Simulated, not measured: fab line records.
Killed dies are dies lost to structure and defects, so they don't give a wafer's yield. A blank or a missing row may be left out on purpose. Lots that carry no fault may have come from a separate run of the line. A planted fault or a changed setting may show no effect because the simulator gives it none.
Which tool did it? / flow nand harc / Sampling: 14 lots, 42 wafers, 4 of 1302 route steps

WHAT EACH GAUGE READ, for each wafer
NHARC_P_CONTACT_OVL_MEAS_13. Usual: overlay x nm -0.3 nm, standard deviation 0.78; overlay y nm 0.0 nm, standard deviation 0.78.
lot=L711; measured=day 6 02:18; on=overlay-02; overlay x nm (nm)=-0.6 -0.6 -0.3; overlay y nm (nm)=-0.1 0.2 0.0; flag=
lot=L712; measured=day 6 20:02; on=overlay-02; overlay x nm (nm)=-0.5 -1.5 -0.8; overlay y nm (nm)=0.4 0.1 0.4; flag=
lot=L713; measured=day 6 21:50; on=overlay-02; overlay x nm (nm)=-0.2 -1.0 -1.0; overlay y nm (nm)=0.0 -0.5 0.4; flag=
lot=L716; measured=day 7 23:05; on=overlay-02; overlay x nm (nm)=0.9 0.9 0.4; overlay y nm (nm)=-0.9 -1.2 -0.8; flag=
lot=L717; measured=day 8 08:14; on=overlay-02; overlay x nm (nm)=0.5 1.2 0.5; overlay y nm (nm)=0.4 0.3 -0.2; flag=
lot=L718; measured=day 9 00:45; on=overlay-01; overlay x nm (nm)=-0.6 -1.0 -0.6; overlay y nm (nm)=-0.1 -0.3 -0.1; flag=
lot=L719; measured=day 9 00:55; on=overlay-02; overlay x nm (nm)=-1.6 -1.2 -1.4; overlay y nm (nm)=0.2 0.3 0.3; flag=
lot=L728; measured=day 13 00:23; on=overlay-01; overlay x nm (nm)=0.3 0.0 0.7; overlay y nm (nm)=-0.1 -0.5 0.1; flag=
lot=L729; measured=day 13 08:24; on=overlay-02; overlay x nm (nm)=-0.6 -0.2 0.0; overlay y nm (nm)=1.1 0.5 0.9; flag=
lot=L730; measured=day 14 02:16; on=overlay-01; overlay x nm (nm)=0.6 0.2 0.1; overlay y nm (nm)=-0.3 0.1 -0.2; flag=
lot=L731; measured=day 14 10:13; on=overlay-01; overlay x nm (nm)=-1.2 -1.0 -0.3; overlay y nm (nm)=-1.1 -1.0 -1.3; flag=
lot=L733; measured=day 14 23:54; on=overlay-02; overlay x nm (nm)=-1.3 -0.9 -1.2; overlay y nm (nm)=0.0 0.1 -0.3; flag=
lot=L732; measured=day 15 00:47; on=overlay-02; overlay x nm (nm)=0.0 0.0 0.2; overlay y nm (nm)=0.1 -0.1 0.1; flag=
lot=L734; measured=day 15 10:04; on=overlay-01; overlay x nm (nm)=-1.3 -1.1 -1.1; overlay y nm (nm)=0.9 1.5 1.3; flag=

NHARC_P_M0_OVL_MEAS_10: pitch 180 nm. Usual: overlay x nm -0.1 nm, standard deviation 0.65; overlay y nm -0.3 nm, standard deviation 0.73.
lot=L711; measured=day 6 06:28; on=overlay-01; overlay x nm (nm)=-0.3 -0.6 -0.9; overlay y nm (nm)=-0.4 0.0 -0.1; flag=
lot=L712; measured=day 7 00:11; on=overlay-01; overlay x nm (nm)=-0.1 0.6 1.3; overlay y nm (nm)=0.1 0.0 -0.1; flag=
lot=L713; measured=day 7 02:00; on=overlay-01; overlay x nm (nm)=-0.4 -0.2 -0.2; overlay y nm (nm)=-1.1 -1.7 -1.1; flag=
lot=L716; measured=day 8 03:10; on=overlay-01; overlay x nm (nm)=-0.8 -0.4 -0.3; overlay y nm (nm)=0.5 0.8 1.0; flag=
lot=L717; measured=day 8 12:25; on=overlay-01; overlay x nm (nm)=1.4 1.1 0.8; overlay y nm (nm)=-1.0 -1.1 -1.7; flag=
lot=L718; measured=day 9 05:23; on=overlay-01; overlay x nm (nm)=0.1 0.0 0.0; overlay y nm (nm)=-0.7 -0.1 -0.6; flag=
lot=L719; measured=day 9 06:04; on=overlay-02; overlay x nm (nm)=0.6 0.9 0.2; overlay y nm (nm)=0.0 0.2 -0.3; flag=
lot=L728; measured=day 13 04:58; on=overlay-01; overlay x nm (nm)=0.3 0.6 0.3; overlay y nm (nm)=0.7 0.7 0.5; flag=
lot=L729; measured=day 13 12:32; on=overlay-01; overlay x nm (nm)=-0.3 -0.2 -0.4; overlay y nm (nm)=-1.2 -1.0 -0.6; flag=
lot=L730; measured=day 14 06:28; on=overlay-01; overlay x nm (nm)=-0.6 -0.6 -0.7; overlay y nm (nm)=-0.4 0.2 -0.1; flag=
lot=L731; measured=day 14 14:23; on=overlay-01; overlay x nm (nm)=-0.1 -0.1 -0.4; overlay y nm (nm)=-1.1 -1.6 -1.6; flag=
lot=L733; measured=day 15 03:59; on=overlay-02; overlay x nm (nm)=0.3 0.2 -0.1; overlay y nm (nm)=-0.6 -0.9 -0.6; flag=
lot=L732; measured=day 15 04:58; on=overlay-01; overlay x nm (nm)=0.4 1.1 0.1; overlay y nm (nm)=0.0 0.2 0.3; flag=
lot=L734; measured=day 15 14:09; on=overlay-01; overlay x nm (nm)=-0.4 -0.3 0.0; overlay y nm (nm)=0.9 0.5 0.5; flag=

NHARC_P_M1_CD_MEAS_09: target cd 130 nm. Usual: cd nm at 130.2 nm, with a standard deviation of 0.57.
lot=L711; measured=day 6 10:28; on=cd sem-01; cd nm (nm)=129.5 129.4 129.4; flag=
lot=L712; measured=day 7 04:08; on=cd sem-01; cd nm (nm)=129.0 129.7 129.9; flag=
lot=L713; measured=day 7 05:50; on=cd sem-03; cd nm (nm)=129.8 130.4 130.3; flag=
lot=L716; measured=day 8 07:07; on=cd sem-01; cd nm (nm)=129.9 130.0 129.7; flag=
lot=L717; measured=day 8 16:18; on=cd sem-03; cd nm (nm)=129.6 130.5 130.2; flag=
lot=L718; measured=day 9 09:21; on=cd sem-02; cd nm (nm)=129.8 129.7 129.1; flag=
lot=L719; measured=day 9 10:02; on=cd sem-01; cd nm (nm)=130.6 130.9 131.4; flag=
lot=L728; measured=day 13 09:01; on=cd sem-03; cd nm (nm)=130.5 130.1 130.4; flag=
lot=L729; measured=day 13 16:29; on=cd sem-03; cd nm (nm)=130.2 129.7 130.2; flag=
lot=L730; measured=day 14 10:31; on=cd sem-03; cd nm (nm)=130.0 129.8 129.7; flag=
lot=L731; measured=day 14 18:26; on=cd sem-01; cd nm (nm)=130.3 130.3 130.3; flag=
lot=L733; measured=day 15 08:12; on=cd sem-02; cd nm (nm)=130.4 130.6 130.2; flag=
lot=L732; measured=day 15 08:58; on=cd sem-02; cd nm (nm)=130.3 129.9 129.6; flag=
lot=L734; measured=day 15 18:46; on=cd sem-01; cd nm (nm)=129.2 129.8 129.7; flag=

EACH LOT AND THE TOOL THAT RAN IT (in order: tool; ch and the chambers of the sampled wafers; start)
lot=L711; NHARC_P_M0_ANNEAL_30=rtp anneal-01 ch 0, day 6 08:14
lot=L712; NHARC_P_M0_ANNEAL_30=rtp anneal-02 ch 0, day 7 01:58
lot=L713; NHARC_P_M0_ANNEAL_30=rtp anneal-02 ch 0, day 7 03:51
lot=L716; NHARC_P_M0_ANNEAL_30=rtp anneal-02 ch 0, day 8 05:03
lot=L717; NHARC_P_M0_ANNEAL_30=rtp anneal-01 ch 0, day 8 14:13
lot=L718; NHARC_P_M0_ANNEAL_30=rtp anneal-02 ch 0, day 9 07:11
lot=L719; NHARC_P_M0_ANNEAL_30=rtp anneal-02 ch 0, day 9 07:53
lot=L728; NHARC_P_M0_ANNEAL_30=rtp anneal-02, day 13 06:49
lot=L729; NHARC_P_M0_ANNEAL_30=rtp anneal-01, day 13 14:17
lot=L730; NHARC_P_M0_ANNEAL_30=rtp anneal-01 ch 0, day 14 08:19
lot=L731; NHARC_P_M0_ANNEAL_30=rtp anneal-01 ch 0, day 14 16:20
lot=L733; NHARC_P_M0_ANNEAL_30=rtp anneal-02 ch 0, day 15 06:05
lot=L732; NHARC_P_M0_ANNEAL_30=rtp anneal-02 ch 0, day 15 06:44
lot=L734; NHARC_P_M0_ANNEAL_30=rtp anneal-01 ch 0, day 15 16:35
- NHARC_P_M0_ANNEAL_30: time 90 s.

AS READ BY THE TOOLS THEMSELVES (means over the sampled wafers that have a number; for cases with no such wafer, the mark the record gives instead)
NHARC_P_M0_ANNEAL_30. Usual: anneal temp c 225.05 C, standard deviation 0.16; anneal temp c max 226.24, standard deviation 0.24; wafer_temp_C_max 225.93, standard deviation 0.29.
lot=L711; tool=rtp anneal-01; anneal temp c (C)=225.22; anneal temp c max=226.54; wafer_temp_C_max=226.03; flag=
lot=L712; tool=rtp anneal-02; anneal temp c (C)=224.99; anneal temp c max=226.06; wafer_temp_C_max=225.59; flag=
lot=L713; tool=rtp anneal-02; anneal temp c (C)=225.13; anneal temp c max=226.33; wafer_temp_C_max=225.67; flag=
lot=L716; tool=rtp anneal-02; anneal temp c (C)=224.88; anneal temp c max=226.33; wafer_temp_C_max=225.66; flag=
lot=L717; tool=rtp anneal-01; anneal temp c (C)=224.91; anneal temp c max=226.05; wafer_temp_C_max=226.08; flag=
lot=L718; tool=rtp anneal-02; anneal temp c (C)=225.25; anneal temp c max=226.39; wafer_temp_C_max=225.90; flag=
lot=L719; tool=rtp anneal-02; anneal temp c (C)=225.09; anneal temp c max=226.28; wafer_temp_C_max=225.72; flag=
lot=L728; tool=rtp anneal-02; anneal temp c (C)=-; anneal temp c max=-; wafer_temp_C_max=-; flag=OFF
lot=L729; tool=rtp anneal-01; anneal temp c (C)=-; anneal temp c max=-; wafer_temp_C_max=-; flag=OFF
lot=L730; tool=rtp anneal-01; anneal temp c (C)=225.09; anneal temp c max=226.15; wafer_temp_C_max=225.94; flag=
lot=L731; tool=rtp anneal-01; anneal temp c (C)=224.88; anneal temp c max=226.28; wafer_temp_C_max=226.31; flag=
lot=L733; tool=rtp anneal-02; anneal temp c (C)=224.82; anneal temp c max=225.99; wafer_temp_C_max=225.85; flag=
lot=L732; tool=rtp anneal-02; anneal temp c (C)=225.16; anneal temp c max=226.21; wafer_temp_C_max=225.80; flag=
lot=L734; tool=rtp anneal-01; anneal temp c (C)=225.18; anneal temp c max=226.39; wafer_temp_C_max=226.00; flag=

THE ANSWER, worked out from the rows above alone
Rule: take the mean of a lot's wafers that have a number; if it is more than 3 standard deviations from the usual mean, the lot is off. A lot without any number at a reading at which 4 lots or more have one is off too. The other lots that the step has rows for count as sound. First the gauges in route order, then the tools' own readings, where a lot's mean is used as printed above. At the first step where some lot is off, the reading lying furthest off is the one used; lots without a number count as furthest.
Off, at NHARC_P_M0_ANNEAL_30 on anneal temp c: L728, L729. Without a number there: L728, L729.
If a tool, at that step or one of the process steps before it, ran each lot that is off and ran no sound lot following the first of them, it fits. None of those tried fits.

WHAT THE SIMULATOR PUT IN
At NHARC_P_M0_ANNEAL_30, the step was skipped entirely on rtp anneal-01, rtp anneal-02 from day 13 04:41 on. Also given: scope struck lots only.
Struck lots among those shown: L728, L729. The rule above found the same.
